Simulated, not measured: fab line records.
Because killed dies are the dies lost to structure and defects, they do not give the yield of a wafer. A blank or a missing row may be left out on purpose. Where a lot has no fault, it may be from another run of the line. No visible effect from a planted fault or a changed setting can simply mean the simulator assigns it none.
Chamber matching    flow n5-finfet    N5_BEOL_M5_ETCH_75 on rie-diel-01 has 3 sister chambers
The step etches underlayer in N2/H2, target depth 6.5 nm, time 5.2 s. 3 wafers are shown with their chamber, then 4 later ones without.

## WAFERS WITH THEIR CHAMBER
wafer   chamber  showerhead-plenum-p-Torr (Torr)
L283.5  1        2.39
L290.3  0        2.56
L290.5  3        2.63

## WAFERS WITHOUT THEIR CHAMBER
wafer   showerhead-plenum-p-Torr (Torr)
L291.4  2.56
L291.5  2.63
L292.1  2.63
L292.6  2.70

## THE CHAMBER EACH PASSED THROUGH
wafer   from the rows above      in truth
L291.4  can't be placed: 0 or 3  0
L291.5  can't be placed: 3 or 0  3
L292.1  can't be placed: 3 or 0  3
L292.6  can't be placed: 3 or 0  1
Placed correctly: 0 of 4. Not placeable from these rows: 4 (in 3, the candidates include the true chamber). Number placed wrongly: 0.
How it was worked out, from the rows above alone: a wafer's distance from a chamber is the root of the sum, over the readings, of the square of ((its reading less the chamber's mean) divided by the reading's scatter). If the next closest chamber is less than 2 further off than the closest, the wafer can't be placed; otherwise it belongs to the closest. A chamber's mean is the mean of its shown wafers. The scatter: with one shown wafer a chamber, the root of the mean of the squares of how far each hidden wafer lies from its nearest shown one.
